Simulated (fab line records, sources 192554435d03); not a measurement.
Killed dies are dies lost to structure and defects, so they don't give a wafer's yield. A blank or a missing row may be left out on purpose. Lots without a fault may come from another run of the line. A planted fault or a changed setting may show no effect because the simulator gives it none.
Chamber matching | flow n5_finfet | N5_BEOL_M7_DESCUM_33 on rie_diel-03: 4 sister chambers
The step chemistry O2, time 7 s. 4 wafers are shown with their chamber, then 10 later ones without.

WAFERS WITH THEIR CHAMBER
wafer  | chamber | drypump_motor_current_A (A)
L087.6 | 1       | 5.2
L090.2 | 3       | 5.1
L091.3 | 0       | 5.4
L091.4 | 2       | 4.8

WAFERS WITHOUT THEIR CHAMBER
wafer  | drypump_motor_current_A (A)
L091.6 | 4.8
L093.1 | 5.1
L093.4 | 4.8
L093.6 | 5.1
L097.3 | 5.1
L097.4 | 5.3
L097.6 | 5.2
L096.1 | 5.2
L096.3 | 5.1
L096.5 | 5.1

WHICH CHAMBER EACH WENT THROUGH
wafer  | from the rows above     | in truth
L091.6 | 2                       | 2
L093.1 | 3                       | 3
L093.4 | 2                       | 2
L093.6 | 3                       | 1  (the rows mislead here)
L097.3 | 3                       | 3
L097.4 | can't be placed: 1 or 0 | 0
L097.6 | 1                       | 1
L096.1 | 1                       | 1
L096.3 | 3                       | 3
L096.5 | 3                       | 3
Placed correctly: 8 of 10. Can't be placed from these rows: 1 (the true chamber is among the candidates in 1). Placed wrongly: 1.
How it was worked out, from the rows above alone: a wafer's distance from a chamber is the root of the sum, over the readings, of the square of ((its reading less the chamber's mean) divided by the reading's scatter). The wafer belongs to the nearest chamber; if the next one is less than 2 further off, it can't be placed. A chamber's mean is the mean of its shown wafers. The scatter: with one shown wafer a chamber, the root of the mean of the squares of how far each hidden wafer lies from its nearest shown one.
